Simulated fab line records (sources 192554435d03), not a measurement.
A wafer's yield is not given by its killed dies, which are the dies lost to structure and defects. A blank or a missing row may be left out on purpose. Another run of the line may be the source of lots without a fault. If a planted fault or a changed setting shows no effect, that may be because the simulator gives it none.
The tool behind it: which one? | flow n5Finfet | 29 wafers from 10 lots sampled at 5 of the route's 1938 steps

WHAT EACH GAUGE READ, for each wafer
N5_BEOL_M2_CD_MEAS_18: pitch 36 nm, target cd 18 nm. Usual: 18.0 nm for cdNm, sd 0.34.
lot  | measured     | on       | cdNm (nm)      | flag
L800 | day 6 21:20  | cdSem-03 | 18.5 18.1      | 
L802 | day 6 23:19  | cdSem-03 | 17.9 18.2 18.2 | 
L804 | day 7 08:11  | cdSem-03 | 17.8 17.9 18.5 | 
L806 | day 8 01:38  | cdSem-03 | 17.4 17.5 17.9 | 
L810 | day 8 22:45  | cdSem-02 | 17.9 17.7 17.9 | 
L812 | day 9 10:43  | cdSem-02 | 17.8 17.8 17.4 | 
L819 | day 11 07:32 | cdSem-01 | 18.3 18.0 18.4 | 
L820 | day 11 12:57 | cdSem-03 | 18.1 18.0 18.0 | 
L822 | day 11 20:10 | cdSem-02 | 18.1 17.9 18.2 | 
L823 | day 12 06:39 | cdSem-01 | 17.8 18.5 18.0 | 

N5_BEOL_M4_RC_MEAS_101. Usual: DIBL_N 35.9 mV/V, standard deviation 1.7; DIBL_P 36.0 mV/V, standard deviation 2.2; IOFF_N 0.16 nA/um, standard deviation 0.031; IOFF_P 0.21 nA/um, standard deviation 0.039; ION_N 678 uA/um, standard deviation 13; ION_P 464 uA/um, standard deviation 8.8; SS_N 71.5 mV/dec, standard deviation 0.61; SS_P 73.2 mV/dec, standard deviation 0.68; VT_N 249 mV, standard deviation 3.3; VT_P -250 mV, standard deviation 3.8.
lot  | measured     | on        | DIBL_N (mV/V)  | DIBL_P (mV/V)  | IOFF_N (nA/um) | IOFF_P (nA/um) | ION_N (uA/um) | ION_P (uA/um) | SS_N (mV/dec)  | SS_P (mV/dec)  | VT_N (mV)   | VT_P (mV)      | flag
L800 | day 8 01:19  | prober-01 | 35.5 33.6      | 35.9 32.9      | 0.16 0.12      | 0.24 0.20      | 683 668       | 470 464       | 71.8 71.4      | 73.5 73.0      | 248 254     | -246 -248      | 
L802 | day 8 10:04  | prober-01 | 37.3 33.9 34.0 | 35.9 31.8 30.5 | 0.17 0.12 0.12 | 0.20 0.15 0.14 | 686 675 663   | 466 462 451   | 71.5 70.2 71.4 | 74.4 72.8 72.5 | 247 250 251 | -252 -253 -256 | 
L804 | day 9 01:20  | prober-01 | 31.6 33.5 37.1 | 31.5 34.6 38.8 | 0.09 0.11 0.17 | 0.13 0.15 0.21 | 641 664 676   | 450 455 457   | 70.2 70.5 71.3 | 72.0 72.4 73.5 | 258 256 250 | -260 -257 -254 | 
L806 | day 9 08:16  | prober-02 | 35.9 36.2 34.6 | 34.8 35.7 33.4 | 0.14 0.15 0.13 | 0.15 0.16 0.14 | 653 671 675   | 442 450 454   | 72.2 72.3 71.5 | 73.3 73.6 72.5 | 250 251 252 | -258 -258 -259 | 
L810 | day 10 10:39 | prober-01 | 34.1 36.3 34.5 | 34.7 36.6 34.4 | 0.13 0.16 0.13 | 0.17 0.19 0.16 | 665 679 664   | 454 457 451   | 71.1 71.4 71.0 | 72.4 72.9 72.5 | 252 248 251 | -252 -251 -254 | 
L812 | day 10 19:24 | prober-02 | 36.7 39.1 36.3 | 37.8 40.6 37.5 | 0.17 0.20 0.16 | 0.21 0.27 0.22 | 673 675 666   | 458 466 463   | 71.7 71.5 71.2 | 73.6 74.3 73.8 | 248 245 247 | -250 -247 -252 | 
L819 | day 12 17:44 | prober-02 | 35.3 36.2 34.4 | 33.9 35.6 33.5 | 0.13 0.14 0.12 | 0.17 0.19 0.16 | 651 677 655   | 447 465 452   | 71.1 71.7 71.4 | 72.2 73.0 72.7 | 255 252 255 | -254 -251 -252 | 
L820 | day 12 21:04 | prober-02 | 34.2 32.8 36.7 | 33.5 31.1 37.7 | 0.12 0.10 0.16 | 0.15 0.13 0.21 | 660 657 677   | 455 450 460   | 70.2 71.3 71.0 | 72.6 72.6 73.4 | 254 257 249 | -254 -257 -254 | 
L822 | day 13 22:55 | prober-02 | 32.6 34.8 34.6 | 34.7 36.8 36.9 | 0.13 0.17 0.16 | 0.21 0.23 0.25 | 678 685 674   | 471 472 466   | 71.6 72.3 72.4 | 72.8 73.4 74.2 | 253 249 251 | -248 -250 -248 | 
L823 | day 14 02:04 | prober-02 | 34.9 38.4 34.8 | 33.1 38.7 33.7 | 0.13 0.20 0.13 | 0.17 0.25 0.17 | 681 688 690   | 462 463 465   | 71.8 72.1 70.8 | 73.0 73.7 72.6 | 251 245 250 | -252 -249 -254 | 

WHAT TOOL EACH LOT RAN ON (gives the tool, then ch and the chambers of the sampled wafers, and finally the start)
lot  | N5_BEOL_M1_CO_CAP_55            | N5_BEOL_M2_HM_DEP_02        | N5_BEOL_M2_ETCH_64
L800 | cvdCo-02 ch 0,2, day 6 18:25    | pvdSputter-03, day 6 19:34  | rieDiel-06 ch 1,2, day 6 20:40
L802 | cvdCo-02 ch 0,1,2, day 6 21:27  | pvdSputter-03, day 6 22:20  | rieDiel-05 ch 0,1,3, day 6 22:58
L804 | cvdCo-01 ch 1,2, day 7 04:43    | pvdSputter-03, day 7 07:14  | rieDiel-06 ch 0,2,3, day 7 07:50
L806 | cvdCo-02 ch 1,2, day 7 21:53    | pvdSputter-02, day 8 00:13  | rieDiel-05 ch 2,3, day 8 00:59
L810 | cvdCo-01 ch 0,2, day 8 20:22    | pvdSputter-03, day 8 21:35  | rieDiel-05 ch 0,2,3, day 8 22:19
L812 | cvdCo-01 ch 0,2, day 9 08:52    | pvdSputter-01, day 9 09:46  | rieDiel-02 ch 0,2, day 9 10:22
L819 | cvdCo-02 ch 0,1,2, day 11 05:20 | pvdSputter-02, day 11 06:26 | rieDiel-05 ch 1,2,3, day 11 07:10
L820 | cvdCo-01 ch 0,1,2, day 11 10:57 | pvdSputter-03, day 11 12:00 | rieDiel-05 ch 0,3, day 11 12:35
L822 | cvdCo-01 ch 0,1,2, day 11 16:49 | pvdSputter-01, day 11 19:08 | rieDiel-02 ch 0,1,2, day 11 19:48
L823 | cvdCo-01 ch 0,1, day 12 02:45   | pvdSputter-02, day 12 04:55 | rieDiel-06 ch 1,2, day 12 06:16
- N5_BEOL_M1_CO_CAP_55: material Co, precursor CCTBA/H2, target thk 2 nm, time 102.1 s.
- N5_BEOL_M2_HM_DEP_02: deposits TiN, target thk 20 nm.
- N5_BEOL_M2_ETCH_64: etches SOC in N2/H2, target depth 75 nm, overetch 22.5 nm, time 121.9 s.

AS READ BY THE TOOLS THEMSELVES (means over the sampled wafers that have a number; for cases with no such wafer, the mark the record gives instead)
N5_BEOL_M1_CO_CAP_55. Usual: 241 W for heaterPowerW, sd 41.
lot  | tool     | heaterPowerW (W) | flag
L800 | cvdCo-02 | 217              | 
L802 | cvdCo-02 | 243              | 
L804 | cvdCo-01 | 207              | 
L806 | cvdCo-02 | 270              | 
L810 | cvdCo-01 | 208              | 
L812 | cvdCo-01 | 207              | 
L819 | cvdCo-02 | 245              | 
L820 | cvdCo-01 | 234              | 
L822 | cvdCo-01 | 235              | 
L823 | cvdCo-01 | 264              | 

N5_BEOL_M2_HM_DEP_02. Usual: 30.2 % for throttleValvePct, sd 1.1.
lot  | tool          | throttleValvePct (%) | flag
L800 | pvdSputter-03 | 30.0                 | 
L802 | pvdSputter-03 | 30.1                 | 
L804 | pvdSputter-03 | 30.7                 | 
L806 | pvdSputter-02 | 31.1                 | 
L810 | pvdSputter-03 | 30.5                 | 
L812 | pvdSputter-01 | 29.8                 | 
L819 | pvdSputter-02 | 29.4                 | 
L820 | pvdSputter-03 | 30.5                 | 
L822 | pvdSputter-01 | 30.5                 | 
L823 | pvdSputter-02 | 29.7                 | 

N5_BEOL_M2_ETCH_64. Usual: biasW 150.0 W, standard deviation 0.46; drypumpMotorCurrentA 5.8 A, standard deviation 0.63; oesProductAu 0.61 a.u., standard deviation 0.063; rfVppV 522.6 V, standard deviation 2.1; showerheadPlenumPTorr 2.50 Torr, standard deviation 0.073; throttleValvePct 17.7 %, standard deviation 0.36.
lot  | tool       | biasW (W) | drypumpMotorCurrentA (A) | oesProductAu (a.u.) | rfVppV (V) | showerheadPlenumPTorr (Torr) | throttleValvePct (%) | flag
L800 | rieDiel-06 | 150.2     | 6.1                      | 0.61                | 520.7      | 2.44                         | 17.6                 | 
L802 | rieDiel-05 | 149.9     | 5.8                      | 0.64                | 521.9      | 2.47                         | 17.5                 | 
L804 | rieDiel-06 | 150.0     | 5.9                      | 0.60                | 522.8      | 2.52                         | 18.0                 | 
L806 | rieDiel-05 | 150.2     | 6.0                      | 0.58                | 522.9      | 2.51                         | 17.7                 | 
L810 | rieDiel-05 | 149.5     | 5.8                      | 0.58                | 522.0      | 2.48                         | 17.6                 | 
L812 | rieDiel-02 | 150.2     | 5.5                      | 0.63                | 522.2      | 2.49                         | 17.8                 | 
L819 | rieDiel-05 | 110.7     | 6.0                      | 0.60                | 431.2      | 2.48                         | 17.6                 | OFF
L820 | rieDiel-05 | 110.2     | 5.6                      | 0.58                | 429.5      | 2.45                         | 17.6                 | OFF
L822 | rieDiel-02 | 150.0     | 5.6                      | 0.61                | 521.5      | 2.47                         | 17.7                 | 
L823 | rieDiel-06 | 150.3     | 6.1                      | 0.66                | 523.6      | 2.55                         | 17.6                 | 

THE ANSWER, worked out from the rows above alone
Rule: a lot counts as off when the mean over its wafers that have a number is more than 3 standard deviations away from the usual mean. Also off: a lot with no number at a reading for which 4 or more lots have one. Any other lot the step has rows for is counted as sound. The gauges are gone through in route order, then the tools' own readings, and for those a lot's mean is taken as printed above. The first step at which some lot is off is used, and at that step the reading that is off furthest; a lot without a number counts as furthest.
Off: L819, L820 (N5_BEOL_M2_ETCH_64, biasW).
A tool fits if, at that step or a process step before it, it ran every lot that is off, and no sound lot after the first of them. One candidate fits, namely rieDiel-05 at N5_BEOL_M2_ETCH_64. Its last sound lot is L810 (day 8 22:19), its first lot that is off L819 (day 11 07:10): a fault that began between those two fits.
The tool's own readings at N5_BEOL_M2_ETCH_64 bear it out: on the lots that are off they differ by more than 5 times the standard deviation of the sound lots' means. biasW reads 110.5 W there against 150.0 W on the sound lots; rfVppV reads 430.4 V there against 522.2 V on the sound lots.

WHAT THE SIMULATOR HAD INSERTED
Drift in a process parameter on rieDiel-05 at N5_BEOL_M2_ETCH_64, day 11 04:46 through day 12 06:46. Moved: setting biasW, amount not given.
Lots struck among those shown: L819, L820. Same finding as the rule above.
